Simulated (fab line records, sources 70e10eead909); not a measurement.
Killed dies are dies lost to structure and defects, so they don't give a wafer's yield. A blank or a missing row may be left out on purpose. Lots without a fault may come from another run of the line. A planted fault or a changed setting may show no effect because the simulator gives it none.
fab line records | flow nand_harc
record lots=6 wafers=18 last_day=33
route steps=1302 shown A_CONTACT@1090 END@1302
lots that met no fault: from a run of the same line without faults
start_h: hours from the record's first day to the start of the lot's first wafer shown | wait_h: hours since the lot's step before | " the same as in the row above | L1.1+2: a row that stands for several wafers | - no value, or no start given | * or withheld: withheld | < > ~ a bound
route shown NAME@n: a module of which the file shows steps, and the number in the route of the first | usual: mean/standard deviation of fault-free wafers | same: alike in all rows | chamber/n: place in a boat | sites: the reading at each site | _std_site: their standard deviation | _edge_site: outer sites' mean less inner sites' | radius_mm: how far each site lies from the wafer's centre | mask NAME#n: copy n | behind: the tool/chamber that last shaped the wafer | hold: why the lot was held/for how many hours/how that ended | device: the transistor (n, p or np) that didn't switch | end of line: the same wafers' tests at the end of the route | a step without rows: its recipe alone | killed: dies lost to structure and defects at the first sort, not the wafer's yield | map: a wafer's dies, x killed, . not, _ none there
set.NAME: the setting as run; set.NAME@STEP: as run at that earlier step | model.NAME: the simulator's own value behind a step, which no gauge read
lots at some steps of the route; a table a step, a row a wafer
services: from which hour (start_h, from the record's first day; less than 0 if before it) a tool's chamber was out of use, for how many hours, and why
## steps
# step NHARC_A_CONTACT_ETCH_138
# recipe source_w=withheld pressure_mtorr=20 bias_v=1200 time_s=311 target_depth_a=19140 ar_flow_sccm=withheld c4f8_flow_sccm=withheld o2_flow_sccm=withheld chemistry=C4F8/O2/Ar
# columns lot.wafer tool chamber start_h wait_h rf_hours_counter_h
L428.1 har_cap_etch-03 1 514.87 0.2 47
L428.3 " 0 " " -
L428.6 " 1 " " -
L427.2 har_cap_etch-02 0 515.11 0.2 90
L427.1 " 1 " " 90
L427.5 " 1 " " -
L435.2 har_cap_etch-01 0 589.68 0.2 13
L435.5 " 1 " " -
L435.6 " 0 " " -
L441.3 har_cap_etch-01 1 679.46 0.2 -
L441.6 " 0 " " -
L441.5 " 1 " " -
L445.2 har_cap_etch-03 0 694.00 0.2 77
L445.3 " 0 " " -
L445.6 " 1 " " -
L450.1 har_cap_etch-03 0 751.91 0.2 86
L450.3 " 0 " " -
L450.5 " 0 " " -
# step NHARC_A_CONTACT_ETCH_139
# recipe source_w=withheld pressure_mtorr=20 bias_v=400 time_s=195 target_depth_a=8400 ar_flow_sccm=withheld c4f8_flow_sccm=11.5 o2_flow_sccm=7.2 chemistry=C4F8/O2/Ar
# columns lot.wafer tool chamber start_h wait_h rf_hours_counter_h
L428.1 har_cap_etch-03 1 515.14 0.2 47
L428.3 " 0 " " -
L428.6 " 1 " " -
L427.2 har_cap_etch-02 0 515.39 0.2 90
L427.1 " 1 " " 90
L427.5 " 1 " " -
L435.2 har_cap_etch-01 0 589.96 0.2 13
L435.5 " 1 " " -
L435.6 " 0 " " -
L441.3 har_cap_etch-01 1 679.73 0.2 -
L441.6 " 0 " " -
L441.5 " 1 " " -
L445.2 har_cap_etch-03 0 694.27 0.2 77
L445.3 " 0 " " -
L445.6 " 1 " " -
L450.1 har_cap_etch-03 0 752.19 0.2 86
L450.3 " 0 " " -
L450.5 " 0 " " -
# step NHARC_A_CONTACT_ETCH_92
# recipe target_depth_a=400 over_etch_frac=0.5 time_s=85.7 ion_energy_ev=120 ch3f_flow_sccm=50 o2_flow_sccm=30 ar_flow_sccm=200 rf_w=500 bias_w=100 chemistry=CH3F/O2
# step NHARC_A_CONTACT_ETCH_98
# recipe target_depth_a=200 over_etch_frac=0.5 time_s=10 ion_energy_ev=250 c4f6_flow_sccm=25 o2_flow_sccm=20 ar_flow_sccm=500 rf_w=600 bias_w=500 chemistry=C4F6/O2
# usual drypump_motor_current_A=5.7/0.36 o2_flow_sccm=20.00/0.055 oes_product_au=0.955/0.017 rf_vpp_V=546/3.8 showerhead_plenum_p_Torr=3.87/0.18 throttle_valve_pct=26.904/0.0096
# columns lot.wafer tool chamber start_h wait_h drypump_motor_current_A o2_flow_sccm oes_product_au rf_hours_counter_h rf_vpp_V showerhead_plenum_p_Torr throttle_valve_pct
L428.1 rie_diel-07 3 - - 5.5 20.06 0.963 4 543 3.75 26.894
L428.3 " 0 " " 5.8 19.97 0.972 4 543 3.68 26.920
L428.6 " 3 " " 5.4 20.11 0.956 - 543 3.75 26.921
L427.1 rie_diel-11 1 - - 5.5 20.10 0.981 25 552 4.11 26.890
L427.2 " 0 " " 6.2 20.05 0.990 25 552 4.21 26.908
L427.5 " 1 " " 5.5 20.03 0.983 - 550 4.11 26.922
L435.2 rie_diel-07 2 - - 5.7 19.90 0.954 20 544 3.76 26.911
L435.5 " 0 " " 5.9 19.96 0.966 - 542 3.68 26.895
L435.6 " 1 " " 5.6 20.03 0.963 - 549 4.10 26.910
L441.3 rie_diel-11 3 - - 5.2 20.00 0.950 25 543 3.71 26.901
L441.5 " 3 " " 5.2 20.00 0.948 - 543 3.71 26.903
L441.6 " 0 " " 6.2 20.04 0.953 - 551 4.18 26.897
L445.3 rie_diel-11 2 - - 6.1 20.08 0.952 30 545 3.80 26.892
L445.2 " 3 " " 5.2 20.06 0.962 29 541 3.71 26.891
L445.6 " 3 " " 5.2 19.98 0.967 - 542 3.71 26.912
L450.1 rie_diel-03 2 - - 5.8 19.98 0.980 35 546 3.93 26.887
L450.3 " 0 " " 5.9 20.02 1.003 39 543 3.72 26.914
L450.5 " 3 " " 5.9 20.06 0.984 - 542 3.65 26.899
# step NHARC_A_CONTACT_CD_MEAS_15
# usual cd_nm=190.2/0.59
# columns lot.wafer tool chamber start_h wait_h cd_nm
L428.1 cd_sem-02 - 515.87 - 189.6
L428.3 " - " " 189.5
L428.6 " - " " 189.9
L427.1 cd_sem-01 - 516.29 - 190.3
L427.2 " - " " 190.4
L427.5 " - " " 190.4
L435.2 cd_sem-01 - 590.69 - 189.9
L435.5 " - " " 190.4
L435.6 " - " " 189.5
L441.3 cd_sem-02 - 680.38 - 188.9
L441.5 " - " " 189.1
L441.6 " - " " 189.7
L445.2 cd_sem-01 - 695.04 - 189.8
L445.3 " - " " 190.3
L445.6 " - " " 189.7
L450.1 cd_sem-01 - 752.91 - 189.8
L450.3 " - " " 189.8
L450.5 " - " " 190.3
# step NHARC_A_CONTACT_STRIP_107
# recipe n2_flow_sccm=150 h2_flow_sccm=150 ar_flow_sccm=0 bias_w=0 chemistry=N2/H2
# step NHARC_A_CONTACT_STRIP_108
# recipe cf4_flow_sccm=100 chf3_flow_sccm=30 ar_flow_sccm=0 bias_w=0 chemistry=CF4/CHF3
# step NHARC_A_CONTACT_STRIP_109
# recipe o2_flow_sccm=400 cos_flow_sccm=20 ar_flow_sccm=0 bias_w=0 chemistry=O2/COS
# step NHARC_A_CONTACT_ETCH_110
# recipe target_depth_a=600 overetch_a=60 time_s=33 ion_energy_ev=100 cf4_flow_sccm=80 o2_flow_sccm=20 ar_flow_sccm=0 rf_w=300 bias_w=100 chemistry=CF4/O2
# usual drypump_motor_current_A=5.7/0.33 o2_flow_sccm=20.00/0.062 oes_product_au=0.999/0.011 rf_vpp_V=197.2/1.6 showerhead_plenum_p_Torr=1.31/0.065 throttle_valve_pct=13.398/0.0094
# columns lot.wafer tool chamber start_h wait_h drypump_motor_current_A o2_flow_sccm oes_product_au rf_hours_counter_h rf_vpp_V showerhead_plenum_p_Torr throttle_valve_pct
L428.1 rie_diel-07 1 516.16 0.1 5.5 19.93 1.005 5 199.9 1.40 13.391
L428.3 " 0 " " 5.8 19.87 1.024 4 195.2 1.25 13.410
L428.6 " 1 " " 5.5 19.96 1.001 - 199.6 1.40 13.407
L427.2 rie_diel-11 0 517.21 0.1 6.1 20.07 0.982 25 199.8 1.44 13.399
L427.1 " 1 " " 5.5 19.97 0.984 25 198.8 1.40 13.384
L427.5 " 2 " " 6.1 20.04 0.995 - 195.1 1.30 13.396
L435.2 rie_diel-07 3 590.98 0.0 5.4 20.06 1.011 18 196.3 1.27 13.386
L435.5 " 3 " " 5.4 19.99 0.997 - 196.9 1.27 13.396
L435.6 " 0 " " 5.9 19.95 1.021 - 195.1 1.24 13.394
L441.3 rie_diel-11 2 680.67 0.1 6.1 19.95 0.983 26 197.9 1.29 13.394
L441.6 " 0 " " 6.1 19.92 0.999 - 199.1 1.43 13.392
L441.5 " 1 " " 5.5 20.04 0.997 - 199.0 1.39 13.411
L445.2 rie_diel-11 3 696.07 0.1 5.1 20.03 0.989 30 196.2 1.26 13.406
L445.3 " 2 " " 6.1 20.04 0.997 31 197.0 1.29 13.379
L445.6 " 0 " " 6.1 20.10 1.005 - 198.3 1.43 13.407
L450.3 rie_diel-11 2 753.21 0.1 6.1 19.95 0.976 51 196.5 1.29 13.396
L450.1 " 3 " " 5.1 20.05 0.986 49 194.4 1.25 13.408
L450.5 " 1 " " 5.5 19.93 0.991 - 198.1 1.38 13.388
# step NHARC_A_CONTACT_STRIP_26
# recipe o2_flow_sccm=500 ar_flow_sccm=0 bias_w=0 chemistry=O2
# usual drypump_motor_current_A=5.7/0.33 o2_flow_sccm=500.1/1.4 oes_product_au=1.000/0.011 rf_vpp_V=57.5/0.93 showerhead_plenum_p_Torr=3.47/0.17 throttle_valve_pct=17.037/0.009
# columns lot.wafer tool chamber start_h wait_h drypump_motor_current_A o2_flow_sccm oes_product_au rf_hours_counter_h rf_vpp_V showerhead_plenum_p_Torr throttle_valve_pct
L428.3 rie_diel-07 2 - - 5.6 502.7 1.031 5 58.7 3.39 17.035
L428.1 " 3 " " 5.4 502.2 0.995 4 57.2 3.37 17.027
L428.6 " 0 " " 5.9 499.0 1.014 - 56.9 3.31 17.052
L427.2 rie_diel-11 1 - - 5.5 499.3 0.983 25 57.3 3.70 17.038
L427.1 " 3 " " 5.2 500.7 0.980 27 56.3 3.36 17.038
L427.5 " 1 " " 5.5 501.6 0.982 - 58.3 3.70 17.042
L435.2 rie_diel-07 0 - - 5.8 499.5 1.010 17 56.8 3.30 17.041
L435.6 " 0 " " 5.9 498.2 1.017 - 57.1 3.30 17.034
L435.5 " 1 " " 5.6 501.7 1.013 - 59.2 3.69 17.056
L441.3 rie_diel-11 2 - - 6.1 501.3 0.988 26 57.4 3.42 17.042
L441.5 " 0 " " 6.1 500.5 1.004 - 58.1 3.76 17.046
L441.6 " 1 " " 5.6 500.2 0.982 - 57.7 3.67 17.039
L445.3 rie_diel-11 1 - - 5.5 499.8 0.999 33 58.1 3.67 17.033
L445.2 " 3 " " 5.2 499.6 0.991 30 56.8 3.33 17.046
L445.6 " 1 " " 5.6 499.3 0.992 - 57.8 3.67 17.029
L450.1 rie_diel-11 0 - - 6.1 501.2 0.997 52 57.5 3.74 17.033
L450.3 " 2 " " 6.1 501.5 0.978 51 57.8 3.41 17.028
L450.5 " 0 " " 6.1 499.4 0.999 - 58.8 3.75 17.039
# step NHARC_A_CONTACT_STRIP_27
# recipe time_s=600 temp_c=30 chemistry=post_etch_residue_remover
# step NHARC_A_CONTACT_ALD_18
# recipe target_thk_a=30 pulse_time_s=1 ald_cycles=150 temp_c=450 material=TiN
# step NHARC_A_CONTACT_CVD_19
# recipe target_thk_a=3000 temp_c=300 pressure_torr=40 wf6_flow_sccm=40 h2_flow_sccm=1600 ar_flow_sccm=1560 time_s=802 material=W
# usual heater_power_outer_w=243/10 heater_power_w=461/25 throttle_valve_pct=7.76/0.19
# columns lot.wafer tool chamber start_h wait_h heater_power_outer_w heater_power_w throttle_valve_pct
L428.1 cvd_w-02 0 517.01 - 254 504 7.45
L428.3 " 1 " " 251 442 7.83
L428.6 " 1 " " 250 455 7.68
L427.2 cvd_w-01 0 518.12 - 249 470 7.94
L427.1 " 1 " " 221 444 7.77
L427.5 " 0 " " 253 472 7.76
L435.2 cvd_w-02 1 591.95 - 254 454 8.06
L435.6 " 0 " " 251 500 7.61
L435.5 " 1 " " 246 448 7.90
L441.3 cvd_w-02 1 681.77 - 248 442 7.52
L441.5 " 1 " " 241 453 7.48
L441.6 " 0 " " 243 485 7.65
L445.2 cvd_w-02 1 697.08 - 242 439 7.43
L445.3 " 0 " " 243 481 7.91
L445.6 " 0 " " 249 480 7.54
L450.1 cvd_w-02 0 754.18 - 252 477 7.72
L450.3 " 0 " " 241 488 7.74
L450.5 " 1 " " 245 452 7.60
# step NHARC_A_CONTACT_CMP_20
# recipe t_overpolish_s=30 target_thk_nm=300
# usual motor_current_A=12.6/1.5 overpolish_run_s=29.999/0.0096 time_to_endpoint_s=60.5/2.7
# columns lot.wafer tool chamber start_h wait_h motor_current_A overpolish_run_s time_to_endpoint_s
L428.1 cmp-03 0 517.95 0.8 14.1 29.999 58.8
L428.3 " 1 " " 12.1 30.014 59.7
L428.6 " 3 " " 12.9 30.003 62.4
L427.1 cmp-04 1 519.03 0.7 12.2 29.997 61.7
L427.2 " 3 " " 9.3 29.988 55.8
L427.5 " 1 " " 11.2 29.987 58.6
L435.2 cmp-01 1 592.76 0.7 15.3 30.000 64.6
L435.6 " 3 " " 11.1 30.002 64.1
L435.5 " 0 " " 11.0 30.011 66.6
L441.3 cmp-03 3 682.42 0.5 12.7 29.996 34.8
L441.5 " 3 " " 12.3 29.988 60.7
L441.6 " 0 " " 13.9 30.006 58.8
L445.2 cmp-01 3 697.87 0.7 12.1 29.989 59.4
L445.3 " 1 " " 15.0 30.003 33.6
L445.6 " 3 " " 11.7 30.007 57.5
L450.1 cmp-01 1 754.94 0.6 15.2 30.005 59.5
L450.3 " 0 " " 11.6 29.998 58.7
L450.5 " 2 " " 14.1 30.015 64.7
# step NHARC_END_SORT_01
# recipe temp_c=25
# usual killed_at_array=56/18 killed_at_other=1.4/1.5 killed_at_periphery=4/3.1 killed_dies=61/19 killed_open=3.5/1.8 killed_short=2.4/1.4
# same gross_dies=677
# columns lot.wafer tool chamber start_h wait_h killed_at_array killed_at_other killed_at_periphery killed_dies killed_open killed_short
L428.1 prober-01 0 561.35 2.5 18 0 4 22 4 3
L428.3 prober-01 0 562.95 3.1 27 1 0 28 2 2
L428.6 prober-01 0 565.35 4.0 21 0 4 25 2 2
L441.3 prober-02 0 730.84 3.1 38 1 1 40 1 3
L441.5 prober-02 0 732.41 3.6 43 2 0 45 2 2
L441.6 prober-02 0 733.19 3.9 39 3 5 47 6 1
L445.2 prober-02 0 739.41 2.8 59 1 0 60 3 0
L445.3 prober-02 0 740.20 3.1 73 2 1 76 5 2
L445.6 prober-02 0 742.57 4.0 86 0 2 88 5 1
# killed by level:class
L428.1 A_STAIRCASE:chamber_film_flake=6 P_ZERO_WELL:chamber_film_flake=3 A_CHANNEL_HOLE_D2:chamber_film_flake=3 A_CHANNEL_HOLE_D1:chamber_film_flake=2 P_CONTACT:geometric_particle:open=1 A_ONON_D1:geometric_particle:short=1 A_CHANNEL_FILL_D1:geometric_particle:short=1 A_CHANNEL_HOLE_D2:geometric_particle:open=1
L428.3 A_CHANNEL_HOLE_D2:chamber_film_flake=8 A_CHANNEL_HOLE_D1:chamber_film_flake=5 A_STAIRCASE:chamber_film_flake=3 A_WL_FILL:chamber_film_flake=3 A_DECK1_JOINT:geometric_particle:open=2 A_CONTACT:chamber_film_flake=2 A_CHANNEL_FILL_D1:geometric_particle:short=1 A_CHANNEL_HOLE_D2:geometric_particle:short=1
L428.6 A_STAIRCASE:chamber_film_flake=7 A_CHANNEL_HOLE_D2:chamber_film_flake=4 P_M0:chamber_film_flake=3 A_CHANNEL_HOLE_D1:chamber_film_flake=3 A_WL_FILL:chamber_film_flake=2 A_ONON_D2:geometric_particle:open=1 A_CHANNEL_HOLE_D2:geometric_particle:open=1 A_SGD_CUT:geometric_particle:short=1
L441.3 A_CHANNEL_HOLE_D2:chamber_film_flake=17 A_CHANNEL_HOLE_D1:chamber_film_flake=8 A_SLIT:chamber_film_flake=4 A_CONTACT:chamber_film_flake=3 A_SOURCE_PLATE:geometric_particle:short=1 A_CHANNEL_FILL_D1:geometric_particle:open=1 A_CHANNEL_FILL_D1:geometric_particle:short=1 A_ONON_D2:geometric_particle:short=1
L441.5 A_CHANNEL_HOLE_D2:chamber_film_flake=22 A_CHANNEL_HOLE_D1:chamber_film_flake=11 A_SLIT:chamber_film_flake=3 A_WL_FILL:geometric_particle:short=2 THIN_TSV:chamber_film_flake=2 A_CHANNEL_FILL_D1:geometric_particle:open=1 A_M0:geometric_particle:open=1 A_CONTACT:chamber_film_flake=1
L441.6 A_CHANNEL_HOLE_D2:chamber_film_flake=20 A_CHANNEL_HOLE_D1:chamber_film_flake=6 A_SLIT:chamber_film_flake=5 THIN_TSV:chamber_film_flake=2 P_CONTACT:geometric_particle:open=1 P_M0:geometric_particle:open=1 A_CHANNEL_FILL_D1:geometric_particle:short=1 A_DECK1_JOINT:geometric_particle:open=1
L445.2 A_CHANNEL_HOLE_D1:chamber_film_flake=30 A_SLIT:chamber_film_flake=18 A_CONTACT:chamber_film_flake=5 A_WL_FILL:geometric_particle:open=2 A_CHANNEL_FILL_D1:chamber_film_flake=2 A_CHANNEL_FILL_D2:geometric_particle:open=1 A_DECK1_JOINT:chamber_film_flake=1 THIN_TSV:chamber_film_flake=1
L445.3 A_CHANNEL_HOLE_D1:chamber_film_flake=37 A_SLIT:chamber_film_flake=26 A_CHANNEL_FILL_D2:chamber_film_flake=2 P_CONTACT:geometric_particle:open=1 A_CHANNEL_HOLE_D2:geometric_particle:open=1 A_CHANNEL_FILL_D2:geometric_particle:open=1 A_CHANNEL_FILL_D2:geometric_particle:short=1 A_CONTACT:geometric_particle:open=1
L445.6 A_SLIT:chamber_film_flake=39 A_CHANNEL_HOLE_D1:chamber_film_flake=31 A_CONTACT:chamber_film_flake=8 P_M1:geometric_particle:open=1 A_ONON_D1:geometric_particle:open=1 A_ONON_D2:geometric_particle:open=1 A_SGD_CUT:geometric_particle:short=1 A_BLC:geometric_particle:open=1
## services
# columns tool chamber start_h hours kind
cmp-03 - 496.45 1.1 repair
har_cap_etch-01 - 497.00 17.0 pm
cmp-04 - 503.37 4.0 pm
cvd_w-02 1 529.33 10.0 repair
rie_diel-07 1 535.80 6.2 repair
cmp-01 - 545.18 0.6 repair
cvd_w-01 - 547.41 13.0 pm
cmp-04 - 553.30 1.1 repair
rie_diel-07 1 556.54 21.6 repair
cmp-03 - 558.61 4.0 pm
cmp-03 - 574.06 0.7 repair
cmp-03 - 579.84 1.3 repair
cmp-01 - 585.89 4.0 pm
rie_diel-07 - 586.78 0.6 repair
rie_diel-11 - 611.04 9.0 pm
cvd_w-02 - 626.41 0.9 repair
cvd_w-02 - 631.91 13.0 pm
cmp-03 - 656.61 4.0 pm
har_cap_etch-02 - 683.72 0.6 repair
cmp-01 - 683.89 4.0 pm
rie_diel-11 0 700.93 5.1 repair
rie_diel-07 - 704.90 9.0 pm
cmp-03 - 754.61 4.0 pm
har_cap_etch-02 - 754.76 17.0 pm
## key
first_sign step=NHARC_A_CONTACT_CMP_20 reading=time_to_endpoint_s direction=down sigmas=9.6 usual=* struck=*
effect none on later readings
met_at NHARC_A_CONTACT_CVD_19
struck_wafers L441.3,L445.3
tester_left_out L441,L445
onset_between 591.95 681.77
fault kind=process_parameter_drift tool=cvd_w-02 chamber=- onset_h=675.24 steps=NHARC_A_CONTACT_CVD_19 channel=target_thk_a offset=* shape=step end_h=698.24 scope=struck_wafers_only acts_in=* stated=*
# tester_left_out: of these lots the tester's yield and bins aren't shown, on N5 and GAA mostly nor the transistor test; their killed dies are dies lost to structure and defects alone, not to doping, threshold or leakage, so they don't give the yield
